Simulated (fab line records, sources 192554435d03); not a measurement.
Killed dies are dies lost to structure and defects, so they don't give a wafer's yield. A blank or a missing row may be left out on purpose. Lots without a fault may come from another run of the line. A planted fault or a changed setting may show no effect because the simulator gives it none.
fab line records | flow n5_finfet
record lots=10 wafers=30 last_day=19
route steps=1938 shown BEOL_M8@1332 PASSIVATION@1936
lots that met no fault: from a run of the same line without faults
start_h: hours from the record's first day to the start of the lot's first wafer shown | wait_h: hours since the lot's step before | " the same as in the row above | L1.1+2: a row that stands for several wafers | - no value, or no start given | * or withheld: withheld | < > ~ a bound
route shown NAME@n: a module of which the file shows steps, and the number in the route of the first | usual: mean/standard deviation of fault-free wafers | same: alike in all rows | chamber/n: place in a boat | sites: the reading at each site | _std_site: their standard deviation | _edge_site: outer sites' mean less inner sites' | radius_mm: how far each site lies from the wafer's centre | mask NAME#n: copy n | behind: the tool/chamber that last shaped the wafer | hold: why the lot was held/for how many hours/how that ended | device: the transistor (n, p or np) that didn't switch | end of line: the same wafers' tests at the end of the route | a step without rows: its recipe alone | killed: dies lost to structure and defects at the first sort, not the wafer's yield | map: a wafer's dies, x killed, . not, _ none there
set.NAME: the setting as run; set.NAME@STEP: as run at that earlier step | model.NAME: the simulator's own value behind a step, which no gauge read
steps of the route over a sample of lots; a table a step, a row a wafer
services: from which hour (start_h, from the record's first day; less than 0 if before it) a tool's chamber was out of use, for how many hours, and why
## steps
# step N5_BEOL_M8_ILD_DEP_00
# recipe material=SiCOH_lowk target_thk_a=1797.5 temp_c=300 precursor=DEMS/porogen pressure_torr=5 rf_w=500 time_s=33.4
# usual heater_power_w=296/43 rf_fwd_power_W=495.1/1.9 showerhead_plenum_p_Torr=5.738/0.014 throttle_valve_pct=13.6/0.57
# columns lot.wafer tool chamber start_h wait_h heater_power_w rf_fwd_power_W showerhead_plenum_p_Torr throttle_valve_pct
L448.2 pecvd-01 0 200.30 0.0 286 493.2 5.768 14.3
L448.4 " 2 " " 289 498.0 5.720 12.4
L448.5 " 1 " " 279 495.7 5.735 14.1
L450.1 pecvd-01 0 211.51 0.0 295 493.1 5.761 14.4
L450.2 " 1 " " 257 494.0 5.734 14.0
L450.4 " 0 " " 290 492.8 5.775 14.3
L453.2 pecvd-02 2 225.30 0.0 240 496.2 5.744 13.2
L453.3 " 0 " " 306 494.2 5.737 13.9
L453.4 " 0 " " 302 493.3 5.731 13.9
L456.2 pecvd-02 1 257.42 0.0 287 494.9 5.743 13.8
L456.5 " 0 " " 337 492.6 5.735 13.6
L456.6 " 2 " " 247 497.4 5.729 12.9
L457.1 pecvd-02 2 271.33 0.0 278 494.0 5.736 13.0
L457.3 " 0 " " 302 491.7 5.735 13.9
L457.5 " 2 " " 287 495.6 5.731 13.1
L463.1 pecvd-02 0 289.02 0.0 313 493.8 5.737 14.2
L463.5 " 2 " " 285 495.0 5.752 13.1
L463.6 " 1 " " 269 494.7 5.720 13.6
L464.1 pecvd-01 0 309.66 0.0 323 493.9 5.761 14.2
L464.2 " 2 " " 278 494.8 5.723 12.6
L464.4 " 0 " " 320 496.1 5.745 14.4
L467.4 pecvd-01 2 338.68 0.1 259 498.6 5.733 12.8
L467.5 " 1 " " 249 494.5 5.739 14.0
L467.6 " 0 " " 283 495.0 5.768 14.1
L468.1 pecvd-04 1 342.06 0.0 408 494.2 5.750 13.3
L468.3 " 2 " " 307 501.1 5.724 13.4
L468.6 " 2 " " 314 498.0 5.742 13.0
L469.1 pecvd-01 0 377.06 0.0 257 494.2 5.784 14.3
L469.3 " 2 " " 271 496.9 5.731 13.1
L469.4 " 0 " " 268 495.2 5.765 14.1
# step N5_BEOL_M8_CURE_74
# recipe temp_c=385 time_s=240 ambient=He/Ar material=SiCOH_lowk
# usual lamp_power_pct=52.32/0.056 wafer_temp_C_max=386.8/0.8
# columns lot.wafer tool chamber start_h wait_h lamp_power_pct wafer_temp_C_max
L448.2 uv_cure-03 2 200.45 0.1 52.27 387.5
L448.4 " 2 " " 52.34 387.9
L448.5 " 2 " " 52.28 386.9
L450.1 uv_cure-01 1 211.57 0.0 52.30 386.6
L450.2 " 1 " " 52.30 385.7
L450.4 " 1 " " 52.32 385.6
L453.2 uv_cure-01 1 225.45 0.1 52.35 386.2
L453.3 " 1 " " 52.35 386.5
L453.4 " 1 " " 52.34 386.1
L456.2 uv_cure-01 1 257.57 0.1 52.31 385.8
L456.5 " 1 " " 52.22 386.1
L456.6 " 1 " " 52.33 385.5
L457.1 uv_cure-01 1 271.63 0.3 52.37 385.9
L457.3 " 1 " " 52.31 386.2
L457.5 " 1 " " 52.27 385.7
L463.1 uv_cure-02 2 289.45 0.4 52.31 386.2
L463.5 " 2 " " 52.25 386.1
L463.6 " 2 " " 52.25 386.0
L464.1 uv_cure-02 1 309.72 0.0 52.37 387.7
L464.2 " 1 " " 52.35 388.1
L464.4 " 1 " " 52.22 387.8
L467.4 uv_cure-03 2 338.96 0.3 52.30 387.3
L467.5 " 2 " " 52.31 387.2
L467.6 " 2 " " 52.35 387.5
L468.1 uv_cure-03 0 342.13 0.0 52.27 387.6
L468.3 " 0 " " 52.37 388.1
L468.6 " 0 " " 52.30 387.8
L469.1 uv_cure-01 1 377.25 0.2 52.27 386.3
L469.3 " 1 " " 52.34 386.1
L469.4 " 1 " " 52.43 386.2
# step N5_BEOL_M8_ETCH_61
# recipe chemistry=CF4 target=SiARC target_depth_a=455 mask_material=CAR-ArF time_s=75.8 ion_energy_ev=80 pressure_mtorr=40 source_w=545 bias_w=36 Ar_flow_sccm=100 cf4_flow_sccm=100 ends=cleared
# usual bias_w=36.01/0.096 drypump_motor_current_A=5.6/0.33 etch_rf_on_time_s=76.5/2.1 oes_product_au=0.66/0.065 rf_fwd_power_W=540.2/1.9 rf_vpp_V=184.3/1 showerhead_plenum_p_Torr=2.16/0.054 throttle_valve_pct=15.63/0.25
# columns lot.wafer tool chamber start_h wait_h bias_w drypump_motor_current_A etch_rf_on_time_s oes_product_au rf_fwd_power_W rf_hours_counter_h rf_vpp_V showerhead_plenum_p_Torr throttle_valve_pct
L448.2 rie_diel-01 1 202.58 0.0 36.12 5.5 73.9 0.65 538.2 184 183.7 2.22 15.85
L448.4 " 2 " " 36.22 5.7 78.4 0.57 541.6 240 185.7 2.20 16.04
L448.5 " 1 " " 36.02 5.5 73.8 0.66 541.7 - 184.1 2.22 15.86
L450.1 rie_diel-03 2 212.87 0.0 35.98 6.3 80.6 0.59 540.4 216 185.3 2.11 15.76
L450.2 " 1 " " 35.83 5.7 77.8 0.64 539.5 129 183.9 2.16 15.59
L450.4 " 3 " " 35.93 5.1 76.6 0.61 539.8 175 183.9 2.14 15.71
L453.2 rie_diel-01 3 227.58 0.0 36.09 5.5 78.2 0.72 540.2 58 184.4 2.10 15.30
L453.3 " 1 " " 36.04 5.5 74.3 0.64 537.4 193 185.0 2.22 15.88
L453.4 " 2 " " 36.04 5.7 78.5 0.57 541.8 248 184.8 2.20 16.04
L456.2 rie_diel-01 1 258.86 0.0 36.01 5.5 75.1 0.63 541.3 209 185.6 2.21 15.92
L456.5 " 1 " " 36.03 5.5 75.3 0.63 538.2 - 184.2 2.21 15.91
L456.6 " 0 " " 36.11 5.7 74.6 0.70 541.3 - 186.6 2.24 15.26
L457.1 rie_diel-01 3 274.49 0.0 36.06 5.5 78.3 0.70 541.6 80 183.3 2.09 15.34
L457.3 " 2 " " 35.99 5.7 77.0 0.80 540.9 5 184.6 2.20 15.53
L457.5 " 1 " " 36.21 5.5 74.3 0.63 536.4 - 185.7 2.21 15.91
L463.1 rie_diel-03 0 293.30 0.0 36.14 5.3 78.2 0.72 542.1 32 183.7 2.18 15.65
L463.5 " 2 " " 36.00 6.3 81.4 0.57 543.5 - 183.0 2.10 15.79
L463.6 " 1 " " 35.91 5.8 78.2 0.63 540.9 - 184.5 2.15 15.64
L464.1 rie_diel-06 0 311.20 0.0 36.15 5.9 74.4 0.68 540.2 113 182.7 2.07 15.47
L464.2 " 3 " " 36.23 5.1 75.5 0.59 543.2 218 185.5 2.22 16.18
L464.4 " 1 " " 36.01 5.6 71.7 0.83 538.7 10 184.6 2.18 15.57
L467.4 rie_diel-01 2 341.19 0.0 36.10 5.7 77.0 0.75 541.9 - 183.9 2.19 15.58
L467.5 " 3 " " 35.97 5.5 77.8 0.69 539.3 - 182.4 2.08 15.36
L467.6 " 0 " " 36.07 5.7 74.5 0.67 540.3 - 186.0 2.23 15.31
L468.1 rie_diel-03 3 345.46 0.0 36.03 5.2 78.2 0.58 538.5 223 185.9 2.12 15.80
L468.3 " 2 " " 36.08 6.3 77.5 0.83 541.9 4 184.2 2.10 15.33
L468.6 " 3 " " 36.06 5.2 78.7 0.58 538.3 - 183.1 2.13 15.79
L469.1 rie_diel-01 3 379.49 0.0 35.85 5.5 78.7 0.66 543.3 114 182.3 2.08 15.41
L469.3 " 1 " " 36.00 5.5 75.1 0.60 540.0 248 184.5 2.20 15.96
L469.4 " 2 " " 35.92 5.7 75.7 0.74 540.1 41 184.4 2.18 15.60
# step N5_BEOL_M8_ETCH_62
# recipe chemistry=N2/H2 target=SOC target_depth_a=1100 overetch_a=220 mask_material=SiARC temp_c=40 time_s=165 ion_energy_ev=200 pressure_mtorr=30 source_w=840 bias_w=150 n2_flow_sccm=200 h2_flow_sccm=200
# usual bias_w=150.0/0.49 drypump_motor_current_A=5.6/0.32 oes_product_au=0.66/0.063 rf_fwd_power_W=837.8/2.7 rf_vpp_V=524.5/2.1 showerhead_plenum_p_Torr=2.57/0.075 throttle_valve_pct=17.83/0.27
# columns lot.wafer tool chamber start_h wait_h bias_w drypump_motor_current_A oes_product_au rf_fwd_power_W rf_hours_counter_h rf_vpp_V showerhead_plenum_p_Torr throttle_valve_pct
L448.2 rie_diel-01 1 202.63 0.0 150.0 5.5 0.64 834.5 184 526.0 2.65 18.05
L448.4 " 2 " " 150.1 5.7 0.58 837.2 240 525.3 2.62 18.37
L448.5 " 1 " " 150.0 5.5 0.64 838.8 - 526.9 2.65 18.04
L450.1 rie_diel-03 2 212.92 0.0 149.9 6.3 0.61 837.7 216 522.5 2.50 17.76
L450.2 " 1 " " 149.9 5.7 0.64 836.8 129 525.8 2.54 17.63
L450.4 " 3 " " 149.4 5.1 0.62 841.9 175 522.5 2.55 17.98
L453.2 rie_diel-01 3 227.63 0.0 150.1 5.5 0.73 840.3 58 522.9 2.48 17.60
L453.3 " 1 " " 149.9 5.5 0.63 840.4 193 526.1 2.64 18.04
L453.4 " 2 " " 150.0 5.7 0.58 840.2 248 526.5 2.62 18.38
L456.2 rie_diel-01 1 258.91 0.0 131.4 5.5 0.62 841.2 209 486.8 2.64 18.08
L456.5 " 1 " " 132.4 5.5 0.62 838.7 - 485.4 2.64 18.08
L456.6 " 0 " " 149.5 5.7 0.68 837.4 - 528.8 2.69 17.62
L457.1 rie_diel-01 3 274.55 0.0 150.7 5.5 0.71 839.5 80 521.8 2.47 17.62
L457.3 " 2 " " 151.4 5.7 0.80 835.6 5 526.8 2.61 17.91
L457.5 " 1 " " 132.7 5.5 0.62 833.2 - 488.0 2.63 18.10
L463.1 rie_diel-03 0 293.35 0.0 150.0 5.3 0.73 840.5 32 525.9 2.56 17.63
L463.5 " 2 " " 149.8 6.3 0.59 837.1 - 522.4 2.49 17.81
L463.6 " 1 " " 150.4 5.8 0.62 838.6 - 523.8 2.52 17.68
L464.1 rie_diel-06 0 311.25 0.0 150.3 5.9 0.67 834.5 113 521.1 2.45 17.57
L464.2 " 3 " " 149.4 5.2 0.59 839.0 218 525.7 2.63 18.49
L464.4 " 1 " " 149.1 5.6 0.79 838.4 10 523.9 2.59 17.80
L467.4 rie_diel-01 2 341.29 0.1 149.4 5.7 0.75 838.7 - 525.4 2.60 17.95
L467.5 " 3 " " 150.4 5.5 0.69 840.7 - 521.0 2.47 17.67
L467.6 " 0 " " 150.7 5.7 0.66 841.1 - 529.8 2.68 17.64
L468.1 rie_diel-03 3 345.52 0.0 149.6 5.1 0.59 835.3 223 522.3 2.53 18.05
L468.3 " 2 " " 150.0 6.3 0.83 836.3 4 523.5 2.48 17.44
L468.6 " 3 " " 149.1 5.2 0.59 832.4 - 524.0 2.53 18.04
L469.1 rie_diel-01 3 379.54 0.0 150.0 5.5 0.68 838.6 114 523.2 2.46 17.69
L469.3 " 1 " " 149.3 5.5 0.60 834.7 248 525.2 2.62 18.17
L469.4 " 2 " " 150.2 5.7 0.73 837.7 41 524.9 2.60 17.96
# step N5_PASSIVATION_PROBE_49
# usual defect_limited_yield=91.0/1.3 killed_at_M0_to_M3=33/10 killed_at_M4_up=14/5.6 killed_at_contacts=12/5.8 killed_at_front_end=43/11 killed_at_other=4.1/2.8 killed_dies=106/15 killed_on_rim=14/3.9 killed_open=70/12 killed_short=34/7.5 sort_bin_4_leakage=0.00/0.0099 sort_bin_5_function=5.3/0.88 sort_bin_6_memory=3.3/0.64 sort_n_pass=1074/15 sort_yield_pct=91.0/1.3
# same gross_dies=1180 killed_at_back_side=0 sort_bin_8_speed[%]=0
# columns lot.wafer tool chamber start_h wait_h defect_limited_yield[%] killed_at_M0_to_M3 killed_at_M4_up killed_at_contacts killed_at_front_end killed_at_other killed_dies killed_on_rim killed_open killed_short sort_bin_4_leakage[%] sort_bin_5_function[%] sort_bin_6_memory[%] sort_n_pass sort_yield_pct[%]
L448.2 prober-02 - 283.76 0.2 91.0 36 4 9 53 4 106 13 63 41 0 5.3 3.3 1074 91.0
L448.4 prober-02 - 283.86 0.3 89.1 22 11 18 74 4 129 15 77 52 0 6.3 4.1 1051 89.1
L448.5 prober-02 - 283.91 0.4 91.9 38 10 7 38 2 95 14 58 37 0 4.7 3.1 1085 91.9
L450.1 prober-01 - 292.20 0.0 92.4 30 17 9 30 4 90 16 67 23 0 4.5 3.0 1090 92.4
L450.2 prober-01 - 292.25 0.1 91.4 36 10 7 43 5 101 14 68 27 0 5.7 2.5 1079 91.4
L450.4 prober-01 - 292.35 0.2 88.8 55 13 17 44 3 132 21 77 52 0 6.1 4.8 1048 88.8
L453.2 prober-02 - 303.49 0.1 89.1 22 17 20 63 7 129 12 79 50 0 6.4 4.1 1051 89.1
L453.3 prober-02 - 303.54 0.1 89.2 30 11 17 65 4 127 17 94 29 0 6.7 3.6 1053 89.2
L453.4 prober-02 - 303.59 0.2 89.6 33 12 21 49 8 123 21 100 22 0 5.7 4.6 1057 89.6
L456.2 prober-02 - 338.41 0.1 90.7 26 12 6 54 12 110 17 76 32 0 5.7 3.2 1070 90.7
L456.5 prober-02 - 338.56 0.2 91.9 30 7 9 47 2 95 14 56 38 0 4.7 2.8 1085 91.9
L456.6 prober-02 - 338.61 0.3 91.3 37 6 9 50 1 103 13 64 37 0 5.0 3.6 1077 91.3
L457.1 prober-02 - 341.31 0.0 89.2 48 12 12 51 4 127 17 88 38 0 6.7 3.6 1053 89.2
L457.3 prober-02 - 341.41 0.1 90.3 35 5 9 65 0 114 20 77 32 0 5.6 3.8 1066 90.3
L457.5 prober-02 - 341.51 0.2 91.0 23 9 11 54 9 106 13 68 38 0 5.8 2.9 1074 91.0
L463.1 prober-01 - 367.95 0.0 94.2 26 6 12 22 2 68 10 39 27 0 3.7 1.8 1112 94.2
L463.5 prober-01 - 368.15 0.2 91.9 28 11 9 38 9 95 13 57 37 0 4.2 3.3 1085 91.9
L463.6 prober-01 - 368.20 0.3 91.2 33 16 16 32 7 104 11 77 27 0 4.9 3.6 1076 91.2
L464.1 prober-01 - 376.18 0.0 91.9 17 28 8 38 5 96 8 63 33 0 5.2 2.5 1084 91.9
L464.2 prober-01 - 376.23 0.1 91.4 19 16 12 51 3 101 16 66 34 0.08 4.7 3.6 1078 91.4
L464.4 prober-01 - 376.33 0.2 91.4 20 21 17 42 2 102 8 62 38 0 4.8 3.5 1078 91.4
L467.4 prober-02 - 407.32 0.2 90.4 51 9 6 43 4 113 17 63 49 0 5.3 4.0 1067 90.4
L467.5 prober-02 - 407.37 0.2 89.9 42 24 7 42 4 119 15 82 37 0 6.7 3.1 1061 89.9
L467.6 prober-02 - 407.42 0.3 91.4 32 14 9 45 2 102 11 68 33 0 5.7 2.8 1078 91.4
L468.1 prober-02 - 416.18 0.0 91.2 22 26 12 35 9 104 13 70 33 0 4.9 3.6 1076 91.2
L468.3 prober-02 - 416.28 0.1 89.5 21 26 20 49 8 124 20 82 42 0 6.6 3.6 1056 89.5
L468.6 prober-02 - 416.43 0.3 93.5 31 8 8 25 5 77 8 45 31 0 3.6 2.5 1103 93.5
L469.1 prober-01 - 449.96 0.0 91.0 40 7 18 36 5 106 14 65 39 0 5.3 3.1 1074 91.0
L469.3 prober-01 - 450.06 0.1 93.5 27 9 5 30 6 77 11 47 25 0 4.2 2.0 1103 93.5
L469.4 prober-01 - 450.11 0.2 91.8 32 12 22 28 3 97 12 68 27 0 4.8 3.1 1083 91.8
# killed by level:class
L448.2 STI_FIN_REVEAL:geometric_particle:open=14 BEOL_M0_SAQP:geometric_particle:short=11 BEOL_M0_SAQP:geometric_particle:open=11 FIN_SAQP:geometric_particle:open=10 FIN_SAQP:geometric_particle:short=8 MOL_CONTACT_COAG:geometric_particle:open=8 BEOL_M3:geometric_particle:open=6 STARTING-WAFER:geometric_particle:open=5
L448.4 FIN_SAQP:geometric_particle:short=24 FIN_SAQP:geometric_particle:open=22 MOL_CONTACT_COAG:geometric_particle:open=15 BEOL_M0_SAQP:geometric_particle:open=6 GATE_CUT:geometric_particle:short=5 BEOL_M0_SAQP:geometric_particle:short=5 STI_FIN_REVEAL:geometric_particle:open=4 BEOL_M3:geometric_particle:open=4
L448.5 FIN_SAQP:geometric_particle:open=14 BEOL_M0_SAQP:geometric_particle:open=13 FIN_SAQP:geometric_particle:short=11 BEOL_M0_SAQP:geometric_particle:short=10 MOL_CONTACT_COAG:geometric_particle:open=5 BEOL_M2:geometric_particle:open=4 BEOL_M0:geometric_particle:open=4 BEOL_M4:geometric_particle:open=3
L450.1 BEOL_M3:geometric_particle:open=11 BEOL_M4:geometric_particle:open=10 BEOL_M2:geometric_particle:open=8 MOL_CONTACT_COAG:geometric_particle:open=8 DUMMY_GATE:geometric_particle:open=6 STI_FIN_REVEAL:geometric_particle:open=5 ILD0:geometric_particle:short=4 BEOL_M4:geometric_particle:short=4
L450.2 BEOL_M2:geometric_particle:open=10 BEOL_M3:geometric_particle:open=10 FIN_SAQP:geometric_particle:open=8 STI_FIN_REVEAL:geometric_particle:open=8 DUMMY_GATE:geometric_particle:open=5 BEOL_M4:geometric_particle:open=5 GATE_CUT:geometric_particle:short=4 MOL_CONTACT_COAG:geometric_particle:open=4
L450.4 FIN_SAQP:geometric_particle:short=12 BEOL_M0_SAQP:geometric_particle:short=11 MOL_CONTACT_COAG:geometric_particle:open=11 BEOL_M0_SAQP:geometric_particle:open=11 FIN_SAQP:geometric_particle:open=10 BEOL_M1:geometric_particle:open=7 BEOL_M3:geometric_particle:open=7 BEOL_M2:geometric_particle:open=6
L453.2 STI_FIN_REVEAL:geometric_particle:open=17 MOL_CONTACT_COAG:geometric_particle:open=17 FIN_SAQP:geometric_particle:open=9 BEOL_M2:geometric_particle:open=8 FIN_SAQP:geometric_particle:short=7 BEOL_M0_SAQP:geometric_particle:short=7 BEOL_M4:geometric_particle:open=7 DUMMY_GATE:geometric_particle:open=6
L453.3 STI_FIN_REVEAL:geometric_particle:open=26 MOL_CONTACT_COAG:geometric_particle:open=13 BEOL_M2:geometric_particle:open=8 BEOL_M4:geometric_particle:open=8 BEOL_M1:geometric_particle:open=7 FIN_SAQP:geometric_particle:open=6 FIN_SAQP:geometric_particle:short=5 STI_FIN_REVEAL:geometric_particle:short=4
L453.4 STI_FIN_REVEAL:geometric_particle:open=21 MOL_CONTACT_COAG:geometric_particle:open=18 BEOL_M2:geometric_particle:open=14 BEOL_M4:geometric_particle:open=7 BEOL_M1:geometric_particle:open=6 DUMMY_GATE:geometric_particle:open=5 STI_FIN_REVEAL:geometric_particle:short=4 BEOL_M0_SAQP:geometric_particle:open=4
L456.2 STI_FIN_REVEAL:geometric_particle:open=11 FIN_SAQP:geometric_particle:open=9 BEOL_M3:geometric_particle:open=9 BEOL_M2:geometric_particle:open=6 MOL_CONTACT_COAG:geometric_particle:open=6 DUMMY_GATE:geometric_particle:open=5 BEOL_M0_SAQP:geometric_particle:short=5 BEOL_M0_SAQP:geometric_particle:open=4
L456.5 STI_FIN_REVEAL:geometric_particle:open=9 GATE_CUT:geometric_particle:short=7 BEOL_M1:geometric_particle:open=7 DUMMY_GATE:geometric_particle:open=6 FIN_SAQP:geometric_particle:short=5 FIN_SAQP:geometric_particle:open=5 MOL_CONTACT_COAG:geometric_particle:short=5 BEOL_M0_SAQP:geometric_particle:open=5
L456.6 BEOL_M1:geometric_particle:open=12 MOL_CONTACT_COAG:geometric_particle:open=7 STI_FIN_REVEAL:geometric_particle:open=6 BEOL_M0_SAQP:geometric_particle:open=6 FIN_SAQP:geometric_particle:open=5 GATE_CUT:geometric_particle:short=5 BEOL_M3:geometric_particle:open=5 BEOL_M0_SAQP:geometric_particle:short=4
L457.1 BEOL_M2:geometric_particle:open=17 STI_FIN_REVEAL:geometric_particle:open=10 FIN_SAQP:geometric_particle:short=9 DUMMY_GATE:geometric_particle:open=9 MOL_CONTACT_COAG:geometric_particle:open=9 BEOL_M2:geometric_particle:short=7 BEOL_M4:geometric_particle:open=7 FIN_SAQP:geometric_particle:open=6
L457.3 FIN_SAQP:geometric_particle:open=13 STI_FIN_REVEAL:geometric_particle:open=13 BEOL_M3:geometric_particle:open=12 FIN_SAQP:geometric_particle:short=10 MOL_CONTACT_COAG:geometric_particle:open=7 DUMMY_GATE:geometric_particle:open=6 BEOL_M0_SAQP:geometric_particle:open=6 BEOL_M0_SAQP:geometric_particle:short=6
L457.5 FIN_SAQP:geometric_particle:short=14 FIN_SAQP:geometric_particle:open=11 MOL_CONTACT_COAG:geometric_particle:open=9 DUMMY_GATE:geometric_particle:open=8 BEOL_M3:geometric_particle:open=7 PASS1_CAP:geometric_particle:open=6 STI_FIN_REVEAL:geometric_particle:open=6 STARTING-WAFER:geometric_particle:short=4
L463.1 BEOL_M1:geometric_particle:open=10 MOL_CONTACT_COAG:geometric_particle:open=9 FIN_SAQP:geometric_particle:short=8 BEOL_M0_SAQP:geometric_particle:short=4 BEOL_M2:geometric_particle:open=4 FIN_SAQP:geometric_particle:open=3 MOL_CONTACT_COAG:geometric_particle:short=3 BEOL_M0_SAQP:geometric_particle:open=3
L463.5 FIN_SAQP:geometric_particle:open=10 MOL_CONTACT_COAG:geometric_particle:open=8 BEOL_M3:geometric_particle:open=7 GATE_CUT:geometric_particle:short=6 BEOL_M2:geometric_particle:open=6 FIN_SAQP:geometric_particle:short=5 BEOL_M2:geometric_particle:short=5 BEOL_M0_SAQP:geometric_particle:short=5
L463.6 MOL_CONTACT_COAG:geometric_particle:open=14 BEOL_M3:geometric_particle:open=13 DUMMY_GATE:geometric_particle:open=10 BEOL_M1:geometric_particle:open=6 STI_FIN_REVEAL:geometric_particle:open=5 BEOL_M5:geometric_particle:open=5 BEOL_M0_SAQP:geometric_particle:short=4 BEOL_M2:geometric_particle:open=4
L464.1 BEOL_M4:geometric_particle:open=12 FIN_SAQP:geometric_particle:open=8 DUMMY_GATE:geometric_particle:open=8 FIN_SAQP:geometric_particle:short=7 MOL_CONTACT_COAG:geometric_particle:open=6 BEOL_M5:geometric_particle:open=6 BEOL_M0_SAQP:geometric_particle:short=5 BEOL_M4:geometric_particle:short=5
L464.2 STI_FIN_REVEAL:geometric_particle:open=10 BEOL_M4:geometric_particle:open=9 FIN_SAQP:geometric_particle:open=7 FIN_SAQP:geometric_particle:short=7 MOL_CONTACT_COAG:geometric_particle:open=6 DUMMY_GATE:geometric_particle:open=5 MOL_CONTACT_COAG:geometric_particle:short=5 BEOL_M3:geometric_particle:open=5
L464.4 BEOL_M4:geometric_particle:open=12 FIN_SAQP:geometric_particle:short=10 MOL_CONTACT_COAG:geometric_particle:open=10 BEOL_M2:geometric_particle:open=9 FIN_SAQP:geometric_particle:open=7 MOL_CONTACT_COAG:geometric_particle:short=6 STARTING-WAFER:geometric_particle:short=5 DUMMY_GATE:geometric_particle:short=4
L467.4 BEOL_M0_SAQP:geometric_particle:short=20 FIN_SAQP:geometric_particle:short=14 STI_FIN_REVEAL:geometric_particle:open=10 BEOL_M1:geometric_particle:open=9 FIN_SAQP:geometric_particle:open=8 BEOL_M0_SAQP:geometric_particle:open=7 BEOL_M2:geometric_particle:open=6 BEOL_M3:geometric_particle:open=6
L467.5 BEOL_M4:geometric_particle:open=16 BEOL_M0_SAQP:geometric_particle:short=10 BEOL_M2:geometric_particle:open=9 FIN_SAQP:geometric_particle:open=8 BEOL_M1:geometric_particle:open=8 MOL_CONTACT_COAG:geometric_particle:open=7 FIN_SAQP:geometric_particle:short=6 DUMMY_GATE:geometric_particle:open=6
L467.6 STI_FIN_REVEAL:geometric_particle:open=17 MOL_CONTACT_COAG:geometric_particle:open=9 BEOL_M0_SAQP:geometric_particle:short=9 BEOL_M3:geometric_particle:open=8 FIN_SAQP:geometric_particle:short=7 FIN_SAQP:geometric_particle:open=7 BEOL_M0_SAQP:geometric_particle:open=6 BEOL_M4:geometric_particle:open=6
L468.1 BEOL_M4:geometric_particle:open=12 MOL_CONTACT_COAG:geometric_particle:open=10 BEOL_M0_SAQP:geometric_particle:open=7 BEOL_M2:geometric_particle:open=7 FIN_SAQP:geometric_particle:short=6 FIN_SAQP:geometric_particle:open=6 STI_FIN_REVEAL:geometric_particle:open=5 BEOL_M4:geometric_particle:short=5
L468.3 MOL_CONTACT_COAG:geometric_particle:open=18 FIN_SAQP:geometric_particle:open=11 STI_FIN_REVEAL:geometric_particle:open=11 FIN_SAQP:geometric_particle:short=8 BEOL_M4:geometric_particle:open=8 BEOL_M2:geometric_particle:open=7 GATE_CUT:geometric_particle:short=6 DUMMY_GATE:geometric_particle:open=5
L468.6 BEOL_M0_SAQP:geometric_particle:open=11 BEOL_M0_SAQP:geometric_particle:short=9 MOL_CONTACT_COAG:geometric_particle:open=6 FIN_SAQP:geometric_particle:short=4 STI_FIN_REVEAL:geometric_particle:short=4 BEOL_M3:geometric_particle:open=4 STI_FIN_REVEAL:geometric_particle:open=3 DUMMY_GATE:geometric_particle:open=3
L469.1 BEOL_M0_SAQP:geometric_particle:short=13 MOL_CONTACT_COAG:geometric_particle:open=12 FIN_SAQP:geometric_particle:open=9 BEOL_M0_SAQP:geometric_particle:open=8 BEOL_M2:geometric_particle:open=6 MOL_CONTACT_COAG:geometric_particle:short=6 BEOL_M3:geometric_particle:open=6 FIN_SAQP:geometric_particle:short=5
L469.3 STI_FIN_REVEAL:geometric_particle:open=13 BEOL_M1:geometric_particle:open=8 BEOL_M0_SAQP:geometric_particle:open=7 FIN_SAQP:geometric_particle:short=5 MOL_CONTACT_COAG:geometric_particle:open=5 BEOL_M0_SAQP:geometric_particle:short=5 BEOL_M3:geometric_particle:short=4 BEOL_M8:geometric_particle:open=4
L469.4 MOL_CONTACT_COAG:geometric_particle:open=20 BEOL_M0_SAQP:geometric_particle:short=7 BEOL_M0_SAQP:geometric_particle:open=7 STI_FIN_REVEAL:geometric_particle:open=5 DUMMY_GATE:geometric_particle:open=5 BEOL_M3:geometric_particle:open=5 BEOL_M4:geometric_particle:open=5 FIN_SAQP:geometric_particle:short=4
## services
# columns tool chamber start_h hours kind
uv_cure-01 - 185.57 2.5 repair
rie_diel-01 0 198.22 3.0 repair
rie_diel-06 - 232.17 14.6 pm
rie_diel-01 2 232.53 - clean
rie_diel-01 2 232.53 - consumable_replace:focus_ring
rie_diel-01 2 232.53 27.3 scheduled_down
rie_diel-01 2 232.53 27.3 vent_cycle
pecvd-01 2 237.14 7.1 repair
rie_diel-03 2 263.59 3.8 repair
uv_cure-02 - 267.70 6.0 pm
uv_cure-03 - 272.78 7.5 pm
uv_cure-03 - 284.29 0.6 repair
uv_cure-01 - 284.76 2.1 pm
pecvd-04 - 285.39 1.9 repair
pecvd-01 - 286.63 6.0 pm
pecvd-02 - 309.21 0.3 repair
rie_diel-03 0 317.64 4.0 repair
pecvd-02 2 319.24 2.2 repair
rie_diel-01 1 338.06 3.9 repair
uv_cure-02 - 346.01 2.8 pm
uv_cure-01 - 350.32 7.5 pm
rie_diel-03 1 354.52 4.8 repair
rie_diel-03 - 372.66 0.1 repair
uv_cure-03 - 374.45 5.2 repair
## key
first_sign step=N5_BEOL_M8_ETCH_62 reading=bias_w direction=down sigmas=36 usual=* struck=*
effect step=N5_BEOL_M8_ETCH_62 reading=rf_vpp_V direction=down sigmas=18 usual=524.5 struck=486.7
met_at N5_BEOL_M8_ETCH_62
struck_lots L456,L457
struck_wafers L456.2,L456.5,L457.5
not_acting_at N5_BEOL_M8_ILD_DEP_00,N5_BEOL_M8_CURE_74,N5_BEOL_M8_ETCH_61
onset_between 227.63 258.91
fault kind=process_parameter_drift tool=rie_diel-01 chamber=1 onset_h=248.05 steps=N5_BEOL_M8_ETCH_62 channel=bias_w offset=* shape=step end_h=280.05 acts_in=* stated=*
